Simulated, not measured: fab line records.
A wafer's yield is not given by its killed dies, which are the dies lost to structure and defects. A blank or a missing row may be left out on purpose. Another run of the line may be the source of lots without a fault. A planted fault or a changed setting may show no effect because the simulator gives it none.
fab line records    flow n5Finfet
record: lots: 9  wafers: 27  lastDay: 18
route steps=1938 shown DUMMY_REMOVAL@377 HKMG_FIN@398 BEOL_M4@1111 PASSIVATION@1936
lots that met no fault: taken from a fault-free run of the same line
startH: start of the lot's first displayed wafer, in hours after the record's first day    waitH: how many hours have passed since the lot's step before this one    " same as the row above    L1.1+2: a row that stands for several wafers    - no value present, or no start provided    * or withheld: withheld    < > ~ a bound
route shown NAME@n: names a module that has steps shown in the file, with the first one's number in the route    usual: average and standard deviation across the fault-free wafers    same: alike in all rows    chamber/n: place in a boat    sites: readings site by site    _std_site: how widely they spread, as a standard deviation    _edge_site: mean of outer sites minus mean of inner sites    radiusMm: for every site, how far away it sits from the centre of the wafer    mask NAME#n: copy n    behind: tool/chamber where the wafer was last shaped    hold: why the lot was held/for how many hours/how that ended    device: which transistor (n, p or np) failed to switch    end of line: at the end of the route, the tests of the same wafers    a step without rows: its recipe alone    killed: at the first sort, the dies lost to defects and structure; wafer yield is something else    map: the dies of a wafer, with x for killed, . for not killed, _ for no die there
set.NAME: setting as actually run; set.NAME@STEP: the setting as run at that earlier step    model.NAME: the simulator's own value behind a step, which no gauge read
route steps across a sampled set of lots; one table per step, one row per wafer
services: from which hour (startH, from the record's first day; less than 0 if before it) a tool's chamber was out of use, for how many hours, and why
== steps ==
step: N5_DUMMY_REMOVAL_HM_STRIP_01
recipe: chemistry: CH3F/O2  material: SiNx  targetDepthA: 40  stopOn: poly-Si  timeS: 6.8  overEtchFrac: 0.3  ionEnergyEv: 60  powerW: 410  biasW: 29  Ar_flow_sccm: 150  CH3F_flow_sccm: 30  O2_flow_sccm: 20
usual: drypumpMotorCurrentA: 5.6/0.5  oesProductAu: 0.62/0.057  rfVppV: 127.6/1.1  showerheadPlenumPTorr: 2.02/0.087  throttleValvePct: 16.41/0.26
same: timeS: 6.8
lot.wafer  tool        chamber  startH  waitH  drypumpMotorCurrentA  oesProductAu  rfHoursCounterH  rfVppV  showerheadPlenumPTorr  throttleValvePct
L811.1     rieDiel-06  2        105.81  0.0    5.9                   0.56          220              126.9   1.96                   16.56
L811.2     "           3        "       "      6.5                   0.62          135              127.9   2.08                   16.10
L811.4     "           1        "       "      6.6                   0.74          15               129.1   2.12                   15.88
L814.1     rieDiel-05  0        129.33  0.1    6.1                   0.58          210              126.9   1.89                   16.52
L814.2     "           2        "       "      5.0                   0.59          174              126.2   2.08                   16.77
L814.4     "           1        "       "      5.7                   0.73          30               127.8   2.03                   16.18
L815.1     rieDiel-02  0        131.28  0.1    5.1                   0.61          136              127.8   2.08                   16.61
L815.3     "           1        "       "      5.6                   0.57          234              127.0   1.88                   16.73
L815.6     "           0        "       "      5.2                   0.61          -                129.5   2.08                   16.61
L820.1     rieDiel-05  3        161.61  0.1    5.6                   0.61          160              128.4   2.09                   16.16
L820.5     "           2        "       "      5.0                   0.59          -                128.1   2.08                   16.79
L820.6     "           1        "       "      5.7                   0.71          -                127.8   2.02                   16.21
L822.2     rieDiel-05  0        173.49  0.0    6.2                   0.58          218              126.7   1.89                   16.55
L822.3     "           3        "       "      5.6                   0.59          164              128.3   2.09                   16.18
L822.4     "           2        "       "      5.0                   0.59          191              127.0   2.08                   16.78
L824.2     rieDiel-02  2        185.29  0.2    5.0                   0.78          7                127.6   2.15                   16.03
L824.4     "           0        "       "      5.2                   0.60          -                127.4   2.07                   16.67
L824.6     "           3        "       "      5.5                   0.61          -                127.6   2.08                   16.52
L825.2     rieDiel-05  1        192.05  0.2    5.7                   0.70          52               127.8   2.02                   16.21
L825.5     "           1        "       "      5.7                   0.70          -                127.1   2.02                   16.22
L825.6     "           0        "       "      6.2                   0.58          -                125.9   1.88                   16.56
L827.1     rieDiel-06  3        202.78  0.0    6.5                   0.60          161              129.4   2.07                   16.14
L827.2     "           2        "       "      5.9                   0.54          249              127.0   1.95                   16.63
L827.3     "           0        "       "      5.1                   0.61          161              127.0   1.91                   16.40
L828.1     rieDiel-02  0        207.63  0.1    5.2                   0.60          164              130.4   2.07                   16.68
L828.4     "           2        "       "      5.0                   0.76          13               128.0   2.15                   16.05
L828.5     "           3        "       "      5.5                   0.59          -                127.5   2.08                   16.53
step: N5_HKMG_FIN_CD_MEAS_49
recipe: targetCdNm: 202  landingEnergyEv: 500  detector: seInlens  polarity: opening
usual: cdNm: 202.3/0.65
lot.wafer  tool      chamber  startH  waitH  cdNm
L811.1     cdSem-02  0        107.35  -      202.7
L811.2     "         0        "       "      202.2
L811.4     "         0        "       "      202.5
L814.1     cdSem-02  0        130.91  -      202.4
L814.2     "         0        "       "      203.5
L814.4     "         0        "       "      202.3
L815.1     cdSem-02  0        132.89  -      202.9
L815.3     "         0        "       "      202.4
L815.6     "         0        "       "      202.2
L820.1     cdSem-02  0        163.12  -      202.7
L820.5     "         0        "       "      203.0
L820.6     "         0        "       "      202.9
L822.2     cdSem-02  0        174.89  -      202.6
L822.3     "         0        "       "      202.9
L822.4     "         0        "       "      202.8
L824.2     cdSem-01  0        186.98  -      202.4
L824.4     "         0        "       "      202.5
L824.6     "         0        "       "      202.0
L825.2     cdSem-01  0        193.70  -      202.1
L825.5     "         0        "       "      203.3
L825.6     "         0        "       "      203.0
L827.1     cdSem-01  0        204.54  -      201.9
L827.2     "         0        "       "      202.0
L827.3     "         0        "       "      201.8
L828.1     cdSem-03  0        209.41  -      202.2
L828.4     "         0        "       "      202.9
L828.5     "         0        "       "      202.8
step: N5_HKMG_FIN_PWFM_ALD_03
recipe: material: TiN  targetThkA: 20  tempC: 400  aldPrecursorFamily: TiCl4  aldCoReactant: NH3  pulseTimeS: 1  purgeTimeS: 3  coReactantPurgeTimeS: 2  coReactantPulseTimeS: 2  aldCycles: 91  pressureTorr: 3
usual: coReactantPulseTimeS: 2/0  heaterPowerW: 889/77  precursorPulseHeightRel: 0.997/0.02
same: pulseTimeS: 1
lot.wafer  tool         chamber  startH  waitH  coReactantPulseTimeS  heaterPowerW  precursorPulseHeightRel
L811.1     aldMetal-03  2        110.11  0.0    2                     888           0.980
L811.2     "            0        "       "      2                     926           1.006
L811.4     "            1        "       "      2                     740           0.958
L814.1     aldMetal-03  0        133.45  0.0    2.2187                899           0.987
L814.2     "            2        "       "      2.2187                901           1.003
L814.4     "            1        "       "      2.2187                743           1.010
L815.1     aldMetal-03  2        135.42  0.0    2.2187                896           1.005
L815.3     "            3        "       "      2.2187                996           0.966
L815.6     "            0        "       "      2.2187                912           0.969
L820.1     aldMetal-01  0        165.65  0.0    2                     866           0.993
L820.5     "            1        "       "      2                     739           0.985
L820.6     "            2        "       "      2                     984           0.964
L822.2     aldMetal-04  1        177.42  0.0    2                     927           0.969
L822.3     "            3        "       "      2                     830           1.014
L822.4     "            2        "       "      2                     935           0.998
L824.2     aldMetal-04  1        189.51  0.0    2                     907           1.013
L824.4     "            3        "       "      2                     834           0.990
L824.6     "            2        "       "      2                     907           0.985
L825.2     aldMetal-01  1        196.25  0.0    2                     744           0.993
L825.5     "            2        "       "      2                     975           1.018
L825.6     "            1        "       "      2                     730           0.979
L827.1     aldMetal-04  1        207.07  0.0    2                     899           1.001
L827.2     "            3        "       "      2                     801           0.965
L827.3     "            2        "       "      2                     923           1.024
L828.1     aldMetal-04  1        211.96  0.0    2                     896           1.004
L828.4     "            3        "       "      2                     795           0.980
L828.5     "            1        "       "      2                     894           0.989
step: N5_HKMG_FIN_ETCH_31
recipe: chemistry: CF4  target: SiARC  targetDepthA: 455  maskMaterial: CAR-ArF  timeS: 75.8  ionEnergyEv: 80  pressureMtorr: 40  sourceW: 545  biasW: 36  Ar_flow_sccm: 100  cf4FlowSccm: 100  ends: cleared
usual: drypumpMotorCurrentA: 5.7/0.44  etchRfOnTimeS: 75.5/1.3  oesProductAu: 0.65/0.048  rfVppV: 184.3/1  showerheadPlenumPTorr: 2.17/0.057  throttleValvePct: 15.57/0.15
lot.wafer  tool        chamber  startH  waitH  drypumpMotorCurrentA  etchRfOnTimeS  oesProductAu  rfHoursCounterH  rfVppV  showerheadPlenumPTorr  throttleValvePct
L811.1     rieDiel-03  3        111.25  0.0    5.9                   75.9           0.59          226              185.3   2.21                   15.72
L811.2     "           2        "       "      5.2                   74.2           0.68          143              183.3   2.15                   15.46
L811.4     "           1        "       "      5.4                   78.5           0.66          117              184.9   2.15                   15.34
L814.1     rieDiel-04  3        135.93  0.0    6.0                   75.2           0.62          191              185.6   2.21                   15.59
L814.2     "           1        "       "      6.0                   74.8           0.74          29               183.9   2.18                   15.61
L814.4     "           0        "       "      6.1                   76.8           0.65          156              185.5   2.14                   15.84
L815.1     rieDiel-01  0        136.38  0.0    5.9                   76.5           0.65          144              182.7   2.14                   15.47
L815.3     "           3        "       "      6.2                   74.3           0.74          28               184.5   2.28                   15.43
L815.6     "           1        "       "      5.1                   73.6           0.61          -                185.6   2.20                   15.60
L820.1     rieDiel-04  3        166.61  0.0    5.9                   75.1           0.62          203              183.6   2.20                   15.62
L820.5     "           0        "       "      6.1                   77.1           0.63          -                182.3   2.13                   15.85
L820.6     "           3        "       "      5.9                   75.6           0.62          -                184.9   2.20                   15.61
L822.2     rieDiel-04  2        178.25  0.0    6.1                   76.3           0.60          240              183.3   2.11                   15.58
L822.3     "           0        "       "      6.0                   77.9           0.64          171              184.7   2.13                   15.87
L822.4     "           3        "       "      5.9                   75.9           0.61          207              185.2   2.20                   15.61
L824.2     rieDiel-03  2        190.34  0.0    5.2                   74.1           0.65          171              184.3   2.14                   15.52
L824.4     "           1        "       "      5.4                   76.9           0.64          -                183.0   2.14                   15.40
L824.6     "           2        "       "      5.2                   74.4           0.66          -                184.2   2.14                   15.52
L825.2     rieDiel-04  3        197.21  0.0    5.9                   74.8           0.62          213              185.5   2.20                   15.62
L825.5     "           2        "       "      6.0                   75.5           0.59          -                184.0   2.11                   15.59
L825.6     "           3        "       "      5.9                   75.5           0.61          -                185.4   2.20                   15.64
L827.1     rieDiel-01  3        208.03  0.0    6.2                   73.2           0.73          47               185.7   2.27                   15.46
L827.2     "           1        "       "      5.1                   73.5           0.60          249              185.5   2.19                   15.65
L827.3     "           0        "       "      5.8                   76.3           0.64          171              183.2   2.13                   15.52
L828.1     rieDiel-01  1        212.80  0.0    5.0                   73.3           0.60          252              186.3   2.19                   15.67
L828.4     "           3        "       "      6.2                   73.6           0.71          49               185.3   2.27                   15.48
L828.5     "           3        "       "      6.2                   74.8           0.72          -                185.5   2.27                   15.48
step: N5_BEOL_M4_RC_MEAS_101
usual: DIBL_N: 36.2/1.7  DIBL_P: 36.2/2.2  IOFF_N: 0.16/0.035  IOFF_P: 0.21/0.042  ION_N: 673/13  ION_P: 462/7.9  SS_N: 71.4/0.59  SS_P: 73.2/0.7  VT_N: 250/3.6  VT_P: -251/3.5
lot.wafer  tool       chamber  startH  waitH  DIBL_N[mV/V]  DIBL_P[mV/V]  IOFF_N[nA/um]  IOFF_P[nA/um]  ION_N[uA/um]  ION_P[uA/um]  SS_N[mV/dec]  SS_P[mV/dec]  VT_N[mV]  VT_P[mV]
L811.1     prober-01  0        196.32  0.0    35.6          38.0          0.17           0.21           681           456           71.0          72.9          252       -250
L811.2     "          0        "       "      34.7          36.0          0.14           0.18           662           454           71.7          73.0          250       -253
L811.4     "          0        "       "      38.1          39.9          0.20           0.23           681           458           71.8          74.0          249       -251
L814.1     prober-01  0        233.47  0.0    38.1          38.7          0.19           0.24           695           469           72.1          73.9          248       -246
L814.2     "          0        "       "      37.1          37.4          0.17           0.22           678           464           72.0          73.7          250       -250
L814.4     "          0        "       "      38.6          39.1          0.19           0.25           681           466           72.6          74.6          245       -246
L815.1     prober-01  0        237.61  0.0    36.3          36.0          0.15           0.20           673           459           71.0          73.7          253       -253
L815.3     "          0        "       "      38.6          38.3          0.20           0.25           670           457           71.4          74.2          248       -251
L815.6     "          0        "       "      37.6          36.5          0.17           0.21           671           462           72.3          73.1          248       -249
L820.1     prober-02  0        250.91  0.0    36.0          36.3          0.17           0.21           684           466           71.8          73.6          251       -251
L820.5     "          0        "       "      33.5          33.6          0.12           0.18           668           463           70.9          72.8          255       -253
L820.6     "          0        "       "      37.8          38.1          0.20           0.26           684           464           71.9          74.1          247       -247
L822.2     prober-02  0        277.09  0.2    36.2          35.5          0.16           0.21           670           465           71.2          73.1          251       -249
L822.3     "          0        "       "      35.4          35.1          0.16           0.21           677           468           71.6          73.0          249       -249
L822.4     "          0        "       "      36.9          37.5          0.17           0.24           676           462           72.2          73.1          249       -249
L825.2     prober-02  0        284.14  0.2    36.3          37.8          0.16           0.21           675           458           70.9          73.4          251       -251
L825.5     "          0        "       "      35.5          35.8          0.14           0.19           671           461           70.7          73.3          252       -251
L825.6     "          0        "       "      34.4          34.4          0.12           0.16           667           454           71.0          73.1          253       -254
L824.2     prober-01  0        287.95  0.2    35.2          34.0          0.13           0.18           668           460           71.4          72.7          250       -253
L824.4     "          0        "       "      37.4          36.2          0.18           0.22           685           467           71.3          72.8          245       -251
L824.6     "          0        "       "      36.4          34.2          0.15           0.19           661           455           70.8          73.1          249       -252
L827.1     prober-02  0        303.62  0.0    37.0          36.1          0.16           0.21           668           459           71.3          72.9          251       -250
L827.2     "          0        "       "      34.4          33.8          0.12           0.17           666           457           71.0          71.9          255       -253
L827.3     "          0        "       "      37.7          37.8          0.18           0.24           678           459           71.8          73.3          247       -249
L828.1     prober-01  0        305.78  0.0    34.9          36.8          0.15           0.17           665           450           70.6          73.9          252       -257
L828.4     "          0        "       "      35.1          35.5          0.14           0.16           672           451           71.4          73.2          252       -259
L828.5     "          0        "       "      34.1          35.1          0.13           0.16           666           454           71.0          73.1          255       -258
step: N5_PASSIVATION_PROBE_49
usual: defectLimitedYield: 91.4/1.4  killed_at_M0_to_M3: 31/10  killed_at_M4_up: 14/5.6  killedAtContacts: 13/6.3  killedAtFrontEnd: 39/10  killedAtOther: 4/3.1  killedDies: 101/16  killedOpen: 65/13  killedShort: 34/7.2  sort_bin_5_function: 5.1/0.88  sort_bin_6_memory: 3.2/0.66  sortNPass: 1079/16  sortYieldPct: 91.4/1.4
same: grossDies: 1180  killedAtBackSide: 0  sort_bin_4_leakage[%]: 0  sort_bin_8_speed[%]: 0
lot.wafer  tool       chamber  startH  waitH  defectLimitedYield[%]  killed_at_M0_to_M3  killed_at_M4_up  killedAtContacts  killedAtFrontEnd  killedAtOther  killedDies  killedOpen  killedShort  sort_bin_5_function[%]  sort_bin_6_memory[%]  sortNPass  sortYieldPct[%]
L827.1     prober-01  -        412.57  0.0    93.1                   10                  11               11                46                4              82          54          25           4.1                     2.6                   1098       93.1
L827.2     prober-01  -        412.62  0.1    91.8                   18                  13               24                35                7              97          68          27           5.2                     2.9                   1083       91.8
L827.3     prober-01  -        412.67  0.1    89.2                   21                  23               21                54                8              127         89          37           5.8                     4.8                   1053       89.2
L828.1     prober-02  -        436.37  0.0    92.4                   27                  6                5                 49                3              90          56          34           4.4                     2.9                   1090       92.4
L828.4     prober-02  -        436.52  0.2    91.9                   26                  10               8                 49                2              95          67          28           4.2                     3.7                   1085       91.9
L828.5     prober-02  -        436.57  0.2    93.3                   32                  9                2                 35                1              79          57          22           4.1                     2.3                   1101       93.3
killed by level:class
L827.1 FIN_SAQP:geometricParticle:open=12 MOL_CONTACT_COAG:geometricParticle:open=11 FIN_SAQP:geometricParticle:short=10 DUMMY_GATE:geometricParticle:open=8 BEOL_M1:geometricParticle:open=7 STI_FIN_REVEAL:geometricParticle:open=3 GATE_CUT:geometricParticle:short=3 BEOL_M8:geometricParticle:open=3
L827.2 MOL_CONTACT_COAG:geometricParticle:open=21 STI_FIN_REVEAL:geometricParticle:open=9 BEOL_M1:geometricParticle:open=7 FIN_SAQP:geometricParticle:short=6 FIN_SAQP:geometricParticle:open=5 GATE_CUT:geometricParticle:short=4 BEOL_M4:geometricParticle:short=4 DUMMY_GATE:geometricParticle:open=3
L827.3 STI_FIN_REVEAL:geometricParticle:open=20 MOL_CONTACT_COAG:geometricParticle:open=17 FIN_SAQP:geometricParticle:open=14 FIN_SAQP:geometricParticle:short=10 BEOL_M4:geometricParticle:open=7 BEOL_M1:geometricParticle:open=5 BEOL_M5:geometricParticle:open=5 BEOL_M4:geometricParticle:short=4
L828.1 FIN_SAQP:geometricParticle:short=13 BEOL_M3:geometricParticle:open=10 STI_FIN_REVEAL:geometricParticle:open=9 FIN_SAQP:geometricParticle:open=7 DUMMY_GATE:geometricParticle:open=5 MOL_CONTACT_COAG:geometricParticle:open=5 BEOL_M2:geometricParticle:open=4 DUMMY_GATE:geometricParticle:short=3
L828.4 FIN_SAQP:geometricParticle:open=16 FIN_SAQP:geometricParticle:short=10 BEOL_M2:geometricParticle:open=9 STI_FIN_REVEAL:geometricParticle:open=8 MOL_CONTACT_COAG:geometricParticle:open=7 BEOL_M3:geometricParticle:open=6 BEOL_M0_SAQP:geometricParticle:open=3 BEOL_M0:geometricParticle:open=3
L828.5 FIN_SAQP:geometricParticle:open=18 BEOL_M3:geometricParticle:open=12 FIN_SAQP:geometricParticle:short=9 BEOL_M1:geometricParticle:open=5 BEOL_M2:geometricParticle:open=4 BEOL_M0_SAQP:geometricParticle:open=3 BEOL_M3:geometricParticle:short=3 BEOL_M10:geometricParticle:open=3
== services ==
tool         chamber  startH  hours  kind
rieDiel-02   2        106.52  6.9    repair
rieDiel-01   0        112.49  8.4    repair
rieDiel-02   1        113.58  17.4   repair
aldMetal-04  -        114.09  0.6    repair
rieDiel-05   1        115.02  3.4    repair
rieDiel-02   2        118.32  7.8    repair
rieDiel-02   2        131.09  -      clean
rieDiel-02   2        131.09  -      consumableReplace:focusRing
rieDiel-02   2        131.09  -      consumableReplace:showerhead
rieDiel-02   2        131.09  30.9   scheduledDown
rieDiel-02   2        131.09  30.9   ventCycle
aldMetal-04  -        132.97  2.8    pm
rieDiel-02   3        144.57  4.2    repair
rieDiel-03   -        150.21  4.3    pm
rieDiel-02   -        154.97  0.8    repair
rieDiel-05   0        160.21  8.9    repair
rieDiel-04   1        161.52  5.3    repair
rieDiel-01   3        191.98  14.3   repair
rieDiel-02   2        209.65  5.9    repair
rieDiel-04   2        210.28  -      clean
rieDiel-04   2        210.28  -      consumableReplace:focusRing
rieDiel-04   2        210.28  22.0   scheduledDown
rieDiel-04   2        210.28  22.0   ventCycle
rieDiel-03   -        211.67  1.7    repair
== key ==
firstSign: step: N5_HKMG_FIN_PWFM_ALD_03  reading: coReactantPulseTimeS  direction: up  sigmas: 99+  usual: *  struck: *
effect none on later readings
metAt N5_HKMG_FIN_PWFM_ALD_03
struckLots L814,L815
notActingAt N5_DUMMY_REMOVAL_HM_STRIP_01,N5_HKMG_FIN_CD_MEAS_49,N5_HKMG_FIN_ETCH_31
onsetBetween 110.11 133.45
fault: kind: processParameterDrift  tool: aldMetal-03  chamber: -  onsetH: 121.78  steps: N5_HKMG_FIN_PWFM_ALD_03  channel: coReactantPulseTimeS  offset: *  shape: step  endH: 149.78  actsIn: *  stated: *
